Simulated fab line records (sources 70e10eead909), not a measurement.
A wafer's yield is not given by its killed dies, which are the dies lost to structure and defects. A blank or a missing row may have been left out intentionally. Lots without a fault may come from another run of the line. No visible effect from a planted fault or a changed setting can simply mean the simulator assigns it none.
The tool behind it: which one? + flow nandHarc + 42 wafers from 14 lots sampled at 5 of the route's 1302 steps

== WHAT THE GAUGES READ, wafer by wafer ==
NHARC_END_SORT_01.
| lot  | measured     | on        | killedAtArray | killedAtOther | killedAtPeriphery | killedDies  | killedOpen | killedShort |
|------|--------------|-----------|---------------|---------------|-------------------|-------------|------------|-------------|
| L922 | day 30 13:27 | prober-02 | 127 124 124   | 0 0 0         | 4 1 3             | 131 125 127 | 4 2 6      | 4 3 4       |
| L925 | day 30 12:34 | prober-01 | 156 161 133   | 0 0 0         | 8 3 5             | 164 164 138 | 2 1 2      | 0 2 0       |

== WHICH TOOL RAN EACH LOT (tool, then ch and the chambers of the sampled wafers, then the start) ==
| lot  | NHARC_A_CHANNEL_FILL_D2_CVD_18  | NHARC_A_BONDPAD_PVD_17                 | NHARC_THIN_TSV_DEP_43           | NHARC_THIN_TSV_PRE_CLEAN_50            |
|------|---------------------------------|----------------------------------------|---------------------------------|----------------------------------------|
| L909 | lpcvdPoly-01 ch 0, day 14 14:26 | pvdSputter-01, day 24 03:40 or earlier | pecvd-01 ch 0,1,2, day 24 03:40 | pvdSputter-01, no start                |
| L911 | lpcvdPoly-04 ch 0, day 15 12:28 | pvdSputter-02, day 24 21:10 or earlier | pecvd-01 ch 0,1,2, day 24 21:10 | pvdSputter-01, no start                |
| L913 | lpcvdPoly-04 ch 0, day 15 12:28 | pvdSputter-02, day 24 22:17 or earlier | pecvd-02 ch 0,1,2, day 24 22:17 | pvdSputter-02, no start                |
| L912 | lpcvdPoly-03 ch 0, day 16 00:40 | pvdSputter-03, day 25 20:43 or earlier | pecvd-01 ch 0,1, day 25 20:43   | pvdSputter-03, no start                |
| L914 | lpcvdPoly-04 ch 0, day 16 08:45 | pvdSputter-02, day 25 11:47 or earlier | pecvd-02 ch 0,1, day 25 11:47   | pvdSputter-02, no start                |
| L916 | lpcvdPoly-04 ch 0, day 17 12:55 | pvdSputter-03, day 26 11:53 or earlier | pecvd-02 ch 0,1, day 26 11:53   | pvdSputter-02, no start                |
| L918 | lpcvdPoly-01 ch 0, day 18 01:08 | pvdSputter-03, day 27 08:04 or earlier | pecvd-01 ch 0,1,2, day 27 08:04 | pvdSputter-03, no start                |
| L922 | lpcvdPoly-04 ch 0, day 20 16:01 | pvdSputter-03, day 29 12:58 or earlier | pecvd-03 ch 0,2, day 29 12:58   | pvdSputter-01, day 30 13:27 or earlier |
| L925 | lpcvdPoly-04 ch 0, day 20 16:01 | pvdSputter-03, day 29 10:33 or earlier | pecvd-03 ch 1,2, day 29 10:33   | pvdSputter-01, day 30 12:34 or earlier |
| L926 | lpcvdPoly-01 ch 0, day 21 20:37 | pvdSputter-01, day 31 17:01 or earlier | pecvd-02 ch 1,2, day 31 17:01   | pvdSputter-01, no start                |
| L927 | lpcvdPoly-01 ch 0, day 21 20:37 | pvdSputter-02, day 31 06:32 or earlier | pecvd-03 ch 0,1, day 31 06:32   | pvdSputter-03, no start                |
| L930 | lpcvdPoly-03 ch 0, day 23 06:11 | pvdSputter-01, day 32 13:37 or earlier | pecvd-01 ch 0,1,2, day 32 13:37 | pvdSputter-02, no start                |
| L931 | lpcvdPoly-03 ch 0, day 23 06:11 | pvdSputter-02, day 32 12:32 or earlier | pecvd-01 ch 0,1,2, day 32 12:32 | pvdSputter-02, no start                |
| L932 | lpcvdPoly-03 ch 0, day 24 03:02 | pvdSputter-03, day 33 03:46 or earlier | pecvd-01 ch 0,1,2, day 33 03:46 | pvdSputter-01, no start                |
- NHARC_A_CHANNEL_FILL_D2_CVD_18: deposits poly-Si, target thk 3 nm.
- NHARC_A_BONDPAD_PVD_17: deposits TaN, target thk 5 nm, time 8.06 s.
- NHARC_THIN_TSV_DEP_43: deposits SiO2, target thk 1328.5 nm.
- NHARC_THIN_TSV_PRE_CLEAN_50: time 30 s.

== WHAT THE TOOLS THEMSELVES READ (means of the sampled wafers that have a number; where no wafer has one, the mark that the record gives instead) ==
NHARC_A_CHANNEL_FILL_D2_CVD_18.
| lot  | tool         | spikeTcCentreC (C) |
|------|--------------|--------------------|
| L909 | lpcvdPoly-01 | 552.1              |
| L911 | lpcvdPoly-04 | 551.5              |
| L913 | lpcvdPoly-04 | 550.8              |
| L912 | lpcvdPoly-03 | 550.8              |
| L914 | lpcvdPoly-04 | 551.2              |
| L916 | lpcvdPoly-04 | 550.9              |
| L918 | lpcvdPoly-01 | 552.9              |
| L922 | lpcvdPoly-04 | 551.4              |
| L925 | lpcvdPoly-04 | 550.9              |
| L926 | lpcvdPoly-01 | 551.3              |
| L927 | lpcvdPoly-01 | 551.5              |
| L930 | lpcvdPoly-03 | 550.7              |
| L931 | lpcvdPoly-03 | 551.0              |
| L932 | lpcvdPoly-03 | 550.8              |

NHARC_A_BONDPAD_PVD_17.
| lot  | tool          | throttleValvePct (%) |
|------|---------------|----------------------|
| L909 | pvdSputter-01 | 30.4                 |
| L911 | pvdSputter-02 | 30.8                 |
| L913 | pvdSputter-02 | 30.1                 |
| L912 | pvdSputter-03 | 29.6                 |
| L914 | pvdSputter-02 | 29.8                 |
| L916 | pvdSputter-03 | 29.8                 |
| L918 | pvdSputter-03 | 29.8                 |
| L922 | pvdSputter-03 | 29.8                 |
| L925 | pvdSputter-03 | 29.6                 |
| L926 | pvdSputter-01 | 30.6                 |
| L927 | pvdSputter-02 | 30.3                 |
| L930 | pvdSputter-01 | 30.7                 |
| L931 | pvdSputter-02 | 30.6                 |
| L932 | pvdSputter-03 | 29.7                 |

NHARC_THIN_TSV_DEP_43.
| lot  | tool     | throttleValvePct (%) |
|------|----------|----------------------|
| L909 | pecvd-01 | 15.8                 |
| L911 | pecvd-01 | 15.8                 |
| L913 | pecvd-02 | 16.3                 |
| L912 | pecvd-01 | 16.6                 |
| L914 | pecvd-02 | 16.0                 |
| L916 | pecvd-02 | 16.3                 |
| L918 | pecvd-01 | 16.0                 |
| L922 | pecvd-03 | 15.6                 |
| L925 | pecvd-03 | 15.9                 |
| L926 | pecvd-02 | 16.3                 |
| L927 | pecvd-03 | 15.5                 |
| L930 | pecvd-01 | 15.9                 |
| L931 | pecvd-01 | 15.9                 |
| L932 | pecvd-01 | 15.8                 |

NHARC_THIN_TSV_PRE_CLEAN_50.
| lot  | tool          | heaterPowerW (W) |
|------|---------------|------------------|
| L909 | pvdSputter-01 | 414              |
| L911 | pvdSputter-01 | 384              |
| L913 | pvdSputter-02 | 389              |
| L912 | pvdSputter-03 | 378              |
| L914 | pvdSputter-02 | 370              |
| L916 | pvdSputter-02 | 385              |
| L918 | pvdSputter-03 | 424              |
| L922 | pvdSputter-01 | 396              |
| L925 | pvdSputter-01 | 394              |
| L926 | pvdSputter-01 | 414              |
| L927 | pvdSputter-03 | 393              |
| L930 | pvdSputter-02 | 374              |
| L931 | pvdSputter-02 | 392              |
| L932 | pvdSputter-01 | 387              |

== THE ANSWER, worked out from the rows above alone ==
Rule: what is usual is taken from the lots themselves. Put in order of their means at a reading, lots are off if they are a third of the lots or fewer, leave a main group of 4 or more, and stand apart from it by a gap of 3 or more times the standard deviation of the main group's means; of several such gaps the widest counts. The tables above print the reading to a certain number of digits; a main group whose means all agree to those digits is not used. Also off: a lot with no number at a reading for which 4 or more lots have one. All remaining lots with rows at the step are treated as sound. After the gauges, taken in route order, come the tools' own readings; for these a lot's mean is taken, as printed above. The first step at which some lot is off is used, and at that step the reading that is off furthest; a lot without a number counts as furthest.
Across all readings shown, no lot is off: no conclusion can be drawn from this.

== WHAT WAS PUT IN BY THE SIMULATOR ==
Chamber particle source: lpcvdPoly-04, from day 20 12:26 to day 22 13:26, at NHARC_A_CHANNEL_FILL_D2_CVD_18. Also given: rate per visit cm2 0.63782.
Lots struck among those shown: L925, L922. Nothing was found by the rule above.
